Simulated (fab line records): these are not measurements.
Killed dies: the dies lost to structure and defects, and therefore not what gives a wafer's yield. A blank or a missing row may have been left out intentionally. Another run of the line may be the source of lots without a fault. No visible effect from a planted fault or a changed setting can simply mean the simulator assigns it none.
Split-lot experiment    flow n5Finfet    route with 1938 steps; 7 lots, 21 wafers read

SPLIT DETAILS
At N5_BEOL_M9_EXPOSE_25 (exposes mask V8), the setting doseMj was moved away from the recipe's 37.25 on 9 of the 21 wafers read, by -6.4% to +2.7%. The other wafers ran this setting at the recipe's value.

FROM THE SPLIT TO THE READING: what the file shows between them, 2 steps
- N5_BEOL_M9_PEB_26: peb time 60 s
- N5_BEOL_M9_DEVELOP_27: develop time 30 s

THE READING
Shown in nm: cdNm at N5_BEOL_M9_CD_MEAS_28, with target cd 70 nm. A value of 70.00 nm with a standard deviation of 0.27 nm is what fault-free wafers of this fab line usually give.

wafer   tool, chamber at the split  doseMj as run  against the recipe  cdNm, nm  against lot-mates on the recipe
L077.2  euvScanner-01, 0            35.36          -5.1%               69.14     no lot-mate on the recipe
L077.4  euvScanner-01, 0            35.36          -5.1%               68.95     no lot-mate on the recipe
L077.6  euvScanner-01, 0            35.36          -5.1%               69.04     no lot-mate on the recipe
L079.4  euvScanner-01, 0            37.25          recipe              69.92     -
L079.5  euvScanner-01, 0            37.25          recipe              69.78     -
L079.6  euvScanner-01, 0            37.25          recipe              69.84     -
L074.3  euvScanner-01, 0            37.25          recipe              70.29     -
L074.4  euvScanner-01, 0            37.25          recipe              70.39     -
L074.6  euvScanner-01, 0            37.25          recipe              70.64     -
L082.1  euvScanner-02, 0            35.58          -4.5%               68.91     -1.05
L082.5  euvScanner-02, 0            35.58          -4.5%               69.12     -0.84
L082.6  euvScanner-02, 0            37.25          recipe              69.96     -
L085.3  euvScanner-01, 0            37.25          recipe              69.69     -
L085.4  euvScanner-01, 0            37.25          recipe              70.15     -
L085.6  euvScanner-01, 0            37.25          recipe              69.95     -
L087.4  euvScanner-02, 0            37.25          recipe              69.87     -
L087.5  euvScanner-02, 0            37.25          recipe              69.84     -
L087.6  euvScanner-02, 0            38.24          +2.7%               70.44     +0.58
L092.1  euvScanner-02, 0            34.88          -6.4%               68.00     no lot-mate on the recipe
L092.4  euvScanner-02, 0            34.88          -6.4%               67.99     no lot-mate on the recipe
L092.5  euvScanner-02, 0            34.88          -6.4%               67.69     no lot-mate on the recipe

FIT RESULTS
A straight line over all 21 wafers: cdNm changes by +0.267 nm for each +1% of doseMj; r = +0.92; the points scatter about the line by 0.33 nm.
The same after taking each lot's own level away (the mean of its wafers on the recipe; 15 wafers): +0.212 nm for each +1%; r = +0.95; scatter 0.13 nm.
The reading moves by 1.4 nm for the largest change in doseMj, on that fit.
The span of the lots' own levels, 69.847 to 70.440 nm, comes to 2.2 times the standard deviation stated above.
Thus the slope moves with the lot-to-lot level: the two fits are different.
Check: with one of the wafers moved furthest among these (-4.5%) left out of the fit, the line predicts -0.873 nm for it against its lot-mates. Against them it came out at -1.05 nm.

THE OTHER SPLITS THESE WAFERS WENT THROUGH
Before the reading, these wafers also passed through other splits. Each is held against what the fit with the lots' levels taken away leaves over:
other split on the same wafers  wafers away from the commonest value  r with cdNm (lot level and that fit taken away)
N5_BEOL_M8_ETCH_65 sourceW      8                                     +0.06
N5_BEOL_M8_ETCH_66 sourceW      7                                     +0.08

THE FILE'S OWN FIT
cdNm changes by +0.214 nm for each +1% of doseMj, r = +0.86.
